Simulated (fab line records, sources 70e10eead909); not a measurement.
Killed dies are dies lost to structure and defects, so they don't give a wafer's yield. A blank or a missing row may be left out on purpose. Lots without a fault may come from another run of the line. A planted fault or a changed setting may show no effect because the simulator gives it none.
Which tool did it? | flow nand_harc | 21 lots, 63 wafers sampled, at 6 steps of a route of 1302

WHAT THE GAUGES READ, wafer by wafer
The record holds no reading of a measuring or inspecting step that can be judged against a usual standard deviation.

WHICH TOOL RAN EACH LOT (tool, then ch and the chambers of the sampled wafers, then the start)
lot  | NHARC_A_STAIRCASE_TRIM_193                    | NHARC_A_STAIRCASE_ETCH_221                    | NHARC_A_STAIRCASE_TRIM_224                    | NHARC_A_STAIRCASE_ETCH_230                    | NHARC_A_STAIRCASE_ETCH_234                    | NHARC_A_STAIRCASE_ETCH_271
L075 | rie_diel-01 ch 0,2,3, day 16 20:30 or earlier | rie_diel-04 ch 0,1,2, day 16 20:30 or earlier | rie_diel-04 ch 0,3, day 16 20:30 or earlier   | rie_diel-06 ch 0,1,2, day 16 20:30 or earlier | rie_diel-06 ch 0,3, day 16 20:30 or earlier   | rie_diel-06 ch 0,1,3, day 16 20:30
L074 | rie_diel-01 ch 0,1, day 16 22:19 or earlier   | rie_diel-01 ch 1,3, day 16 22:19 or earlier   | rie_diel-01 ch 1,2,3, day 16 22:19 or earlier | rie_diel-04 ch 1,3, day 16 22:19 or earlier   | rie_diel-04 ch 0,1, day 16 22:19 or earlier   | rie_diel-06 ch 1,3, day 16 22:19
L076 | rie_diel-04 ch 1,2,3, day 17 22:40 or earlier | rie_diel-01 ch 0,2,3, day 17 22:40 or earlier | rie_diel-01 ch 0,1,2, day 17 22:40 or earlier | rie_diel-04 ch 1,2,3, day 17 22:40 or earlier | rie_diel-04 ch 0,2,3, day 17 22:40 or earlier | rie_diel-04 ch 1,2,3, day 17 22:40
L078 | rie_diel-06 ch 1,2, day 18 04:21 or earlier   | rie_diel-04 ch 0,1,2, day 18 04:21 or earlier | rie_diel-04 ch 0,2,3, day 18 04:21 or earlier | rie_diel-06 ch 0,1,3, day 18 04:21 or earlier | rie_diel-06 ch 2,3, day 18 04:21 or earlier   | rie_diel-04 ch 0,1,3, day 18 04:21
L077 | rie_diel-01 ch 2,3, day 18 07:03 or earlier   | rie_diel-01 ch 0,2, day 18 07:03 or earlier   | rie_diel-01 ch 1,2,3, day 18 07:03 or earlier | rie_diel-01 ch 0,1,2, day 18 07:03 or earlier | rie_diel-01 ch 2,3, day 18 07:03 or earlier   | rie_diel-01 ch 0,2,3, day 18 07:03
L081 | rie_diel-04 ch 0,1,3, day 18 18:41 or earlier | rie_diel-06 ch 1,2,3, day 18 18:41 or earlier | rie_diel-06 ch 0,2,3, day 18 18:41 or earlier | rie_diel-06 ch 0,2,3, day 18 18:41 or earlier | rie_diel-06 ch 0,1,2, day 18 18:41 or earlier | rie_diel-06 ch 2,3, day 18 18:41
L079 | rie_diel-06 ch 0,1,2, day 18 15:48 or earlier | rie_diel-06 ch 0,1, day 18 15:48 or earlier   | rie_diel-06 ch 1,2, day 18 15:48 or earlier   | rie_diel-01 ch 0,1,2, day 18 15:48            | rie_diel-01 ch 0,1,2, day 18 22:14 or earlier | rie_diel-04 ch 1,2, day 18 22:14
L080 | rie_diel-04 ch 1,3, day 18 23:47 or earlier   | rie_diel-01 ch 1,2, day 18 23:47 or earlier   | rie_diel-01 ch 1,2,3, day 18 23:47 or earlier | rie_diel-06 ch 0,3, day 18 23:47 or earlier   | rie_diel-06 ch 1,2,3, day 18 23:47 or earlier | rie_diel-06 ch 0,3, day 18 23:47
L082 | rie_diel-01 ch 0,2,3, day 19 16:16 or earlier | rie_diel-04 ch 1,2, day 19 16:16 or earlier   | rie_diel-04 ch 0,1, day 19 16:16 or earlier   | rie_diel-04 ch 0,2, day 19 16:16 or earlier   | rie_diel-04 ch 0,2,3, day 19 16:16 or earlier | rie_diel-01 ch 2,3, day 19 16:16
L085 | rie_diel-01 ch 0,1,3, day 21 01:55 or earlier | rie_diel-01 ch 1,2,3, day 21 01:55 or earlier | rie_diel-01 ch 0,3, day 21 01:55 or earlier   | rie_diel-01 ch 0,1, day 21 01:55 or earlier   | rie_diel-01 ch 0,1, day 21 01:55 or earlier   | rie_diel-01 ch 0,3, day 21 01:55
L088 | rie_diel-06 ch 0,1,3, day 22 09:11 or earlier | rie_diel-01 ch 0,2,3, day 22 09:11 or earlier | rie_diel-01 ch 0,1,2, day 22 09:11 or earlier | rie_diel-06 ch 0,2,3, day 22 09:11 or earlier | rie_diel-06 ch 0,1,2, day 22 09:11 or earlier | rie_diel-06 ch 1,2,3, day 22 09:11
L087 | rie_diel-04 ch 0,1,3, day 22 13:50 or earlier | rie_diel-04 ch 0,3, day 22 13:50 or earlier   | rie_diel-04 ch 0,3, day 22 13:50 or earlier   | rie_diel-06 ch 0,1,3, day 22 13:50 or earlier | rie_diel-06 ch 0,1,2, day 22 13:50 or earlier | rie_diel-04 ch 0,1,2, day 22 13:50
L089 | rie_diel-06 ch 1,2,3, day 22 12:51 or earlier | rie_diel-04 ch 0,1, day 22 12:51 or earlier   | rie_diel-04 ch 0,1, day 22 12:51 or earlier   | rie_diel-01 ch 1,2,3, day 22 12:51 or earlier | rie_diel-01 ch 1,2,3, day 22 12:51 or earlier | rie_diel-06 ch 0,2,3, day 22 12:51
L090 | rie_diel-01 ch 0,2,3, day 22 23:34 or earlier | rie_diel-01 ch 0,2,3, day 22 23:34 or earlier | rie_diel-01 ch 0,1,2, day 22 23:34 or earlier | rie_diel-01 ch 0,2,3, day 22 23:34 or earlier | rie_diel-01 ch 0,2,3, day 22 23:34 or earlier | rie_diel-01 ch 1,2,3, day 22 23:34
L091 | rie_diel-06 ch 0,2,3, day 23 03:45 or earlier | rie_diel-06 ch 0,1,3, day 23 03:45 or earlier | rie_diel-06 ch 2,3, day 23 03:45 or earlier   | rie_diel-06 ch 2,3, day 23 03:45 or earlier   | rie_diel-06 ch 1,2,3, day 23 03:45 or earlier | rie_diel-04 ch 1,2,3, day 23 03:45
L092 | rie_diel-01 ch 0,1,2, day 24 05:21 or earlier | rie_diel-04 ch 0,1,3, day 24 05:21 or earlier | rie_diel-04 ch 0,3, day 24 05:21 or earlier   | rie_diel-04 ch 0,1,2, day 24 05:21 or earlier | rie_diel-04 ch 1,2, day 24 05:21 or earlier   | rie_diel-04 ch 1,2, day 24 05:21
L093 | rie_diel-04 ch 1,2,3, day 24 05:41 or earlier | rie_diel-04 ch 1,2,3, day 24 05:41 or earlier | rie_diel-04 ch 0,2,3, day 24 05:41 or earlier | rie_diel-01 ch 0,1, day 24 05:41 or earlier   | rie_diel-01 ch 1,2, day 24 05:41 or earlier   | rie_diel-06 ch 0,3, day 24 05:41
L094 | rie_diel-04 ch 0,2, day 25 01:59 or earlier   | rie_diel-01 ch 1,2,3, day 25 01:59 or earlier | rie_diel-01 ch 0,3, day 25 01:59 or earlier   | rie_diel-04 ch 1,3, day 25 01:59 or earlier   | rie_diel-04 ch 1,2,3, day 25 01:59 or earlier | rie_diel-04 ch 0,2,3, day 25 01:59
L096 | rie_diel-04 ch 0,1,2, day 25 13:50 or earlier | rie_diel-04 ch 1,2,3, day 25 13:50 or earlier | rie_diel-04 ch 0,1,2, day 25 13:50 or earlier | rie_diel-04 ch 0,2,3, day 25 13:50 or earlier | rie_diel-04 ch 0,2,3, day 25 13:50 or earlier | rie_diel-01 ch 0,1,3, day 25 13:50
L097 | rie_diel-01 ch 0,2,3, day 25 20:49 or earlier | rie_diel-06 ch 1,2, day 25 20:49 or earlier   | rie_diel-06 ch 0,1,2, day 25 20:49 or earlier | rie_diel-06 ch 0,2,3, day 25 20:49 or earlier | rie_diel-06 ch 0,2,3, day 25 20:49 or earlier | rie_diel-01 ch 0,2,3, day 25 20:49
L095 | rie_diel-04 ch 2,3, day 25 21:51 or earlier   | rie_diel-04 ch 1,3, day 25 21:51 or earlier   | rie_diel-04 ch 0,2,3, day 25 21:51 or earlier | rie_diel-06 ch 0,1, day 25 21:51 or earlier   | rie_diel-06 ch 2,3, day 25 21:51 or earlier   | rie_diel-06 ch 0,1,2, day 25 21:51
- NHARC_A_STAIRCASE_TRIM_193: chemistry O2, time 211.2 s.
- NHARC_A_STAIRCASE_ETCH_221: etches the open film in C4F8/O2, target depth 100 nm, time 40.5 s.
- NHARC_A_STAIRCASE_TRIM_224: chemistry O2, time 211.2 s.
- NHARC_A_STAIRCASE_ETCH_230: etches the open film in C4F8/O2, target depth 100 nm, time 40.5 s.
- NHARC_A_STAIRCASE_ETCH_234: etches the open film in C4F8/O2, target depth 100 nm, time 40.5 s.
- NHARC_A_STAIRCASE_ETCH_271: etches the open film in CF4/CHF3.

WHAT THE TOOLS THEMSELVES READ (means of the sampled wafers that have a number; where no wafer has one, the mark that the record gives instead)
NHARC_A_STAIRCASE_TRIM_193.
lot  | tool        | drypump_motor_current_A (A) | oes_product_au (a.u.) | rf_vpp_V (V) | showerhead_plenum_p_Torr (Torr) | throttle_valve_pct (%)
L075 | rie_diel-01 | 5.3                         | 0.989                 | 57.3         | 3.41                            | 17.031
L074 | rie_diel-01 | 5.5                         | 0.993                 | 58.2         | 3.54                            | 17.040
L076 | rie_diel-04 | 6.0                         | 0.997                 | 56.9         | 3.47                            | 17.038
L078 | rie_diel-06 | 5.8                         | 0.978                 | 58.5         | 3.78                            | 17.034
L077 | rie_diel-01 | 5.5                         | 0.996                 | 56.9         | 3.38                            | 17.042
L081 | rie_diel-04 | 5.9                         | 0.985                 | 57.8         | 3.35                            | 17.044
L079 | rie_diel-06 | 5.9                         | 0.982                 | 59.0         | 3.73                            | 17.042
L080 | rie_diel-04 | 6.1                         | 0.985                 | 57.1         | 3.29                            | 17.038
L082 | rie_diel-01 | 5.3                         | 0.995                 | 57.5         | 3.40                            | 17.040
L085 | rie_diel-01 | 5.6                         | 0.991                 | 57.8         | 3.48                            | 17.032
L088 | rie_diel-06 | 6.2                         | 0.994                 | 57.5         | 3.66                            | 17.039
L087 | rie_diel-04 | 5.9                         | 0.990                 | 56.7         | 3.34                            | 17.038
L089 | rie_diel-06 | 6.0                         | 0.996                 | 57.8         | 3.71                            | 17.034
L090 | rie_diel-01 | 5.3                         | 1.002                 | 57.6         | 3.39                            | 17.039
L091 | rie_diel-06 | 5.7                         | 0.997                 | 57.6         | 3.66                            | 17.035
L092 | rie_diel-01 | 5.7                         | 0.982                 | 58.0         | 3.48                            | 17.036
L093 | rie_diel-04 | 5.9                         | 0.996                 | 57.9         | 3.63                            | 17.034
L094 | rie_diel-04 | 5.9                         | 0.984                 | 58.8         | 3.66                            | 17.040
L096 | rie_diel-04 | 5.8                         | 0.995                 | 58.3         | 3.50                            | 17.031
L097 | rie_diel-01 | 5.3                         | 0.997                 | 57.7         | 3.38                            | 17.037
L095 | rie_diel-04 | 6.1                         | 0.982                 | 59.1         | 3.78                            | 17.036

NHARC_A_STAIRCASE_ETCH_221.
lot  | tool        | bias_w (W) | oes_product_au (a.u.) | rf_fwd_power_W (W) | rf_vpp_V (V)
L075 | rie_diel-04 | 999.8      | 0.955                 | 594                | 897
L074 | rie_diel-01 | 1000.4     | 0.939                 | 592                | 894
L076 | rie_diel-01 | 1000.0     | 0.937                 | 592                | 892
L078 | rie_diel-04 | 1000.2     | 0.940                 | 596                | 896
L077 | rie_diel-01 | 999.3      | 0.924                 | 590                | 893
L081 | rie_diel-06 | 998.7      | 0.912                 | 594                | 902
L079 | rie_diel-06 | 999.0      | 0.932                 | 593                | 900
L080 | rie_diel-01 | 999.3      | 0.924                 | 589                | 894
L082 | rie_diel-04 | 1000.6     | 0.934                 | 593                | 900
L085 | rie_diel-01 | 1002.5     | 0.942                 | 589                | 893
L088 | rie_diel-01 | 1001.5     | 0.945                 | 591                | 891
L087 | rie_diel-04 | 998.6      | 0.920                 | 590                | 888
L089 | rie_diel-04 | 999.9      | 0.937                 | 593                | 889
L090 | rie_diel-01 | 1001.7     | 0.933                 | 591                | 891
L091 | rie_diel-06 | 1003.1     | 0.950                 | 593                | 901
L092 | rie_diel-04 | 999.9      | 0.957                 | 589                | 896
L093 | rie_diel-04 | 1003.3     | 0.923                 | 591                | 900
L094 | rie_diel-01 | 1001.2     | 0.949                 | 589                | 893
L096 | rie_diel-04 | 1000.2     | 0.946                 | 591                | 899
L097 | rie_diel-06 | 1001.4     | 0.935                 | 593                | 904
L095 | rie_diel-04 | 998.4      | 0.939                 | 588                | 899

NHARC_A_STAIRCASE_TRIM_224.
lot  | tool        | drypump_motor_current_A (A) | oes_product_au (a.u.) | rf_vpp_V (V) | showerhead_plenum_p_Torr (Torr) | throttle_valve_pct (%)
L075 | rie_diel-04 | 5.9                         | 0.992                 | 56.3         | 3.40                            | 17.032
L074 | rie_diel-01 | 5.8                         | 1.003                 | 57.9         | 3.46                            | 17.036
L076 | rie_diel-01 | 5.7                         | 0.987                 | 57.7         | 3.50                            | 17.033
L078 | rie_diel-04 | 6.0                         | 0.994                 | 57.4         | 3.51                            | 17.028
L077 | rie_diel-01 | 5.8                         | 0.986                 | 57.9         | 3.45                            | 17.043
L081 | rie_diel-06 | 5.6                         | 0.987                 | 58.0         | 3.68                            | 17.041
L079 | rie_diel-06 | 6.3                         | 0.978                 | 58.1         | 3.77                            | 17.035
L080 | rie_diel-01 | 5.8                         | 0.985                 | 57.3         | 3.45                            | 17.033
L082 | rie_diel-04 | 5.7                         | 1.002                 | 58.1         | 3.36                            | 17.056
L085 | rie_diel-01 | 5.2                         | 0.998                 | 57.9         | 3.39                            | 17.026
L088 | rie_diel-01 | 5.7                         | 0.984                 | 58.4         | 3.48                            | 17.038
L087 | rie_diel-04 | 6.1                         | 0.995                 | 57.2         | 3.32                            | 17.040
L089 | rie_diel-04 | 5.7                         | 1.002                 | 57.9         | 3.35                            | 17.042
L090 | rie_diel-01 | 5.7                         | 0.987                 | 57.9         | 3.48                            | 17.036
L091 | rie_diel-06 | 5.6                         | 0.993                 | 57.7         | 3.71                            | 17.033
L092 | rie_diel-04 | 6.1                         | 0.999                 | 58.4         | 3.68                            | 17.042
L093 | rie_diel-04 | 6.0                         | 1.000                 | 57.4         | 3.67                            | 17.046
L094 | rie_diel-01 | 5.1                         | 0.993                 | 57.7         | 3.41                            | 17.041
L096 | rie_diel-04 | 5.8                         | 0.991                 | 57.7         | 3.50                            | 17.035
L097 | rie_diel-06 | 6.0                         | 1.002                 | 57.7         | 3.70                            | 17.035
L095 | rie_diel-04 | 6.0                         | 1.000                 | 57.3         | 3.66                            | 17.034

NHARC_A_STAIRCASE_ETCH_230.
lot  | tool        | bias_w (W) | oes_product_au (a.u.) | rf_fwd_power_W (W) | rf_vpp_V (V)
L075 | rie_diel-06 | 1002.1     | 0.948                 | 593                | 904
L074 | rie_diel-04 | 998.0      | 0.973                 | 589                | 888
L076 | rie_diel-04 | 1003.6     | 0.967                 | 590                | 894
L078 | rie_diel-06 | 1001.8     | 0.956                 | 591                | 901
L077 | rie_diel-01 | 1001.3     | 0.928                 | 590                | 895
L081 | rie_diel-06 | 1001.7     | 0.932                 | 592                | 900
L079 | rie_diel-01 | 1001.2     | 0.991                 | 591                | 895
L080 | rie_diel-06 | 998.3      | 0.948                 | 592                | 900
L082 | rie_diel-04 | 1000.7     | 0.922                 | 596                | 897
L085 | rie_diel-01 | 1000.9     | 0.925                 | 593                | 898
L088 | rie_diel-06 | 995.2      | 0.956                 | 592                | 901
L087 | rie_diel-06 | 997.9      | 0.967                 | 594                | 900
L089 | rie_diel-01 | 1001.9     | 0.947                 | 588                | 893
L090 | rie_diel-01 | 999.3      | 0.947                 | 594                | 891
L091 | rie_diel-06 | 999.5      | 0.945                 | 596                | 900
L092 | rie_diel-04 | 999.8      | 0.927                 | 594                | 894
L093 | rie_diel-01 | 1001.2     | 0.953                 | 593                | 894
L094 | rie_diel-04 | 1000.0     | 0.928                 | 587                | 899
L096 | rie_diel-04 | 999.4      | 0.948                 | 591                | 901
L097 | rie_diel-06 | 1000.9     | 0.938                 | 593                | 901
L095 | rie_diel-06 | 1000.4     | 0.957                 | 592                | 901

NHARC_A_STAIRCASE_ETCH_234.
lot  | tool        | bias_w (W) | oes_product_au (a.u.) | rf_fwd_power_W (W) | rf_vpp_V (V)
L075 | rie_diel-06 | 998.1      | 0.932                 | 594                | 899
L074 | rie_diel-04 | 998.0      | 0.955                 | 592                | 890
L076 | rie_diel-04 | 1000.1     | 0.935                 | 592                | 895
L078 | rie_diel-06 | 1000.4     | 0.946                 | 591                | 903
L077 | rie_diel-01 | 999.7      | 0.953                 | 591                | 889
L081 | rie_diel-06 | 1000.5     | 0.932                 | 592                | 903
L079 | rie_diel-01 | 999.2      | 0.945                 | 592                | 895
L080 | rie_diel-06 | 1000.4     | 0.942                 | 593                | 903
L082 | rie_diel-04 | 999.7      | 0.929                 | 592                | 896
L085 | rie_diel-01 | 998.0      | 0.931                 | 592                | 897
L088 | rie_diel-06 | 1000.8     | 0.930                 | 591                | 903
L087 | rie_diel-06 | 1000.4     | 0.944                 | 592                | 902
L089 | rie_diel-01 | 997.9      | 0.943                 | 590                | 892
L090 | rie_diel-01 | 998.2      | 0.935                 | 594                | 890
L091 | rie_diel-06 | 999.3      | 0.928                 | 594                | 902
L092 | rie_diel-04 | 998.8      | 0.924                 | 592                | 899
L093 | rie_diel-01 | 999.5      | 0.931                 | 587                | 894
L094 | rie_diel-04 | 1000.6     | 0.939                 | 589                | 899
L096 | rie_diel-04 | 997.6      | 0.956                 | 591                | 900
L097 | rie_diel-06 | 998.4      | 0.938                 | 593                | 900
L095 | rie_diel-06 | 998.6      | 0.939                 | 595                | 902

NHARC_A_STAIRCASE_ETCH_271.
lot  | tool        | bias_w (W) | drypump_motor_current_A (A) | oes_product_au (a.u.) | rf_fwd_power_W (W) | rf_vpp_V (V) | showerhead_plenum_p_Torr (Torr) | throttle_valve_pct (%)
L075 | rie_diel-06 | 199.6      | 6.2                         | 0.957                 | 496.4              | 371.8        | 1.64                            | 16.799
L074 | rie_diel-06 | 199.9      | 6.3                         | 0.961                 | 498.1              | 372.5        | 1.63                            | 16.806
L076 | rie_diel-04 | 199.5      | 5.9                         | 0.960                 | 495.5              | 369.8        | 1.55                            | 16.803
L078 | rie_diel-04 | 200.0      | 5.9                         | 0.956                 | 495.3              | 367.9        | 1.49                            | 16.808
L077 | rie_diel-01 | 199.8      | 5.3                         | 0.925                 | 496.5              | 368.9        | 1.52                            | 16.801
L081 | rie_diel-06 | 200.1      | 5.7                         | 0.957                 | 497.5              | 373.0        | 1.64                            | 16.807
L079 | rie_diel-04 | 199.9      | 5.8                         | 0.921                 | 498.0              | 370.0        | 1.55                            | 16.793
L080 | rie_diel-06 | 199.2      | 5.9                         | 0.938                 | 497.3              | 371.8        | 1.62                            | 16.799
L082 | rie_diel-01 | 200.1      | 5.4                         | 0.932                 | 494.7              | 366.9        | 1.50                            | 16.805
L085 | rie_diel-01 | 199.8      | 5.2                         | 0.972                 | 495.4              | 368.4        | 1.51                            | 16.806
L088 | rie_diel-06 | 199.4      | 6.0                         | 0.970                 | 497.6              | 373.4        | 1.65                            | 16.801
L087 | rie_diel-04 | 199.8      | 5.8                         | 0.916                 | 496.1              | 369.4        | 1.56                            | 16.795
L089 | rie_diel-06 | 199.4      | 5.7                         | 0.956                 | 497.7              | 372.6        | 1.63                            | 16.797
L090 | rie_diel-01 | 199.9      | 5.8                         | 0.964                 | 496.2              | 369.9        | 1.53                            | 16.805
L091 | rie_diel-04 | 200.1      | 5.9                         | 0.962                 | 496.0              | 369.4        | 1.54                            | 16.814
L092 | rie_diel-04 | 199.4      | 5.9                         | 0.956                 | 497.1              | 371.3        | 1.62                            | 16.803
L093 | rie_diel-06 | 199.5      | 5.9                         | 0.977                 | 495.7              | 372.2        | 1.61                            | 16.803
L094 | rie_diel-04 | 200.3      | 5.9                         | 0.963                 | 496.6              | 373.4        | 1.64                            | 16.804
L096 | rie_diel-01 | 200.0      | 5.5                         | 0.963                 | 497.8              | 369.7        | 1.54                            | 16.796
L097 | rie_diel-01 | 200.0      | 5.3                         | 0.912                 | 497.7              | 367.1        | 1.51                            | 16.800
L095 | rie_diel-06 | 200.4      | 5.9                         | 0.963                 | 496.3              | 373.3        | 1.65                            | 16.815

THE ANSWER, worked out from the rows above alone
Rule: what is usual is taken from the lots themselves. Put in order of their means at a reading, lots are off if they are a third of the lots or fewer, leave a main group of 4 or more, and stand apart from it by a gap of 3 or more times the standard deviation of the main group's means; of several such gaps the widest counts. A main group whose means are all the same, to the digits that the tables above print for the reading, isn't used. A lot without any number at a reading at which 4 lots or more have one is off too. The other lots that the step has rows for count as sound. The gauges are gone through in route order, then the tools' own readings, and for those a lot's mean is taken as printed above. The first step at which some lot is off is used, and at that step the reading that is off furthest; a lot without a number counts as furthest.
No lot is off at any reading shown: from this, nothing can be told.

WHAT THE SIMULATOR HAD PUT IN
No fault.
